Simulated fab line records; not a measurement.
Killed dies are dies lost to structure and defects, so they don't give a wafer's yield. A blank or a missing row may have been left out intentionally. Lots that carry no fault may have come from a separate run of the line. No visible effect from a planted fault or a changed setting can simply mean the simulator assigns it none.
Matching of chambers || flow n5Finfet || N5_BEOL_M3_ALD_84 on aldMetal-04: 4 sister chambers
The step deposits TaN, pulse time 2 s, purge time 3 s, co reactant purge time 2 s. 8 wafers are shown with their chamber, then 12 later ones without.

WAFERS, EACH WITH ITS CHAMBER
{"wafer": "L084.2", "chamber": 2, "heaterPowerW (W)": 445}
{"wafer": "L089.1", "chamber": 1, "heaterPowerW (W)": 350}
{"wafer": "L089.2", "chamber": 2, "heaterPowerW (W)": 447}
{"wafer": "L090.1", "chamber": 0, "heaterPowerW (W)": 347}
{"wafer": "L090.4", "chamber": 1, "heaterPowerW (W)": 349}
{"wafer": "L092.2", "chamber": 3, "heaterPowerW (W)": 408}
{"wafer": "L092.3", "chamber": 0, "heaterPowerW (W)": 353}
{"wafer": "L092.6", "chamber": 3, "heaterPowerW (W)": 404}

WAFERS WITH NO CHAMBER GIVEN
{"wafer": "L093.2", "heaterPowerW (W)": 341}
{"wafer": "L093.5", "heaterPowerW (W)": 346}
{"wafer": "L093.6", "heaterPowerW (W)": 344}
{"wafer": "L094.2", "heaterPowerW (W)": 352}
{"wafer": "L094.3", "heaterPowerW (W)": 356}
{"wafer": "L094.4", "heaterPowerW (W)": 410}
{"wafer": "L095.3", "heaterPowerW (W)": 394}
{"wafer": "L095.5", "heaterPowerW (W)": 405}
{"wafer": "L095.6", "heaterPowerW (W)": 437}
{"wafer": "L097.2", "heaterPowerW (W)": 361}
{"wafer": "L097.4", "heaterPowerW (W)": 345}
{"wafer": "L097.5", "heaterPowerW (W)": 355}

WHICH CHAMBER EACH WENT THROUGH
{"wafer": "L093.2", "from the rows above": "can't be placed: 1 or 0", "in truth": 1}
{"wafer": "L093.5", "from the rows above": "can't be placed: 1 or 0", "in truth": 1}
{"wafer": "L093.6", "from the rows above": "can't be placed: 1 or 0", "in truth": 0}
{"wafer": "L094.2", "from the rows above": "can't be placed: 0 or 1", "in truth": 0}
{"wafer": "L094.3", "from the rows above": "can't be placed: 0 or 1", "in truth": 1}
{"wafer": "L094.4", "from the rows above": 3, "in truth": 3}
{"wafer": "L095.3", "from the rows above": 3, "in truth": 3}
{"wafer": "L095.5", "from the rows above": 3, "in truth": 3}
{"wafer": "L095.6", "from the rows above": 2, "in truth": 2}
{"wafer": "L097.2", "from the rows above": "can't be placed: 0 or 1", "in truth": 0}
{"wafer": "L097.4", "from the rows above": "can't be placed: 1 or 0", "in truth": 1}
{"wafer": "L097.5", "from the rows above": "can't be placed: 0 or 1", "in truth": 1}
Correct placement for 4 of the 12. Not placeable from these rows: 8 (in 8, the candidates include the true chamber). Number placed wrongly: 0.
How it was worked out, from the rows above alone: a wafer's distance from a chamber is the root of the sum, over the readings, of the square of ((its reading less the chamber's mean) divided by the reading's scatter). The wafer belongs to the nearest chamber; if the next one is less than 2 further off, it can't be placed. Each chamber's mean is taken over the wafers shown for it. The scatter: take each reading less its chamber's mean, square it, sum over the shown wafers, divide by the number of wafers less the number of chambers, and take the root.
